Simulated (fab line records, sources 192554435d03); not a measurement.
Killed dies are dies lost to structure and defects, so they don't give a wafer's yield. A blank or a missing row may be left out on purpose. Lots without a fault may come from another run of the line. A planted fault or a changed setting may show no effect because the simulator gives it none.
Which tool did it? | flow n5_finfet | 12 lots, 36 wafers sampled, at 1 step of a route of 1938

WHAT THE GAUGES READ, wafer by wafer
N5_SD_EPI_P_CD_MEAS_09: target cd 240 nm.
lot  | measured    | on        | cd_nm (nm)
L076 | day 3 16:37 | cd_sem-01 | 239.3 239.7 240.1
L077 | day 4 00:29 | cd_sem-02 | 241.1 240.4 240.8
L079 | day 4 12:47 | cd_sem-01 | 239.7 240.5 240.8
L080 | day 5 04:26 | cd_sem-03 | 241.0 239.9 239.7
L083 | day 5 14:13 | cd_sem-03 | 241.9 242.2 240.5
L085 | day 6 04:32 | cd_sem-03 | 240.7 240.8 241.6
L088 | day 6 16:25 | cd_sem-02 | 241.2 241.4 240.6
L089 | day 7 01:12 | cd_sem-03 | 241.3 242.0 241.6
L091 | day 7 11:49 | cd_sem-03 | 238.7 239.4 240.6
L093 | day 7 23:25 | cd_sem-02 | 242.3 242.1 241.4
L095 | day 8 10:44 | cd_sem-01 | 240.6 240.1 240.8
L097 | day 9 00:57 | cd_sem-02 | 241.4 241.8 242.3

WHICH TOOL RAN EACH LOT (tool, then ch and the chambers of the sampled wafers, then the start)
The record holds no process step before these readings.

THE ANSWER, worked out from the rows above alone
Rule: what is usual is taken from the lots themselves. Put in order of their means at a reading, lots are off if they are a third of the lots or fewer, leave a main group of 4 or more, and stand apart from it by a gap of 3 or more times the standard deviation of the main group's means; of several such gaps the widest counts. A main group whose means are all the same, to the digits that the tables above print for the reading, isn't used. A lot without any number at a reading at which 4 lots or more have one is off too. The other lots that the step has rows for count as sound.
No lot is off at any reading shown: from this, nothing can be told.

WHAT THE SIMULATOR HAD PUT IN
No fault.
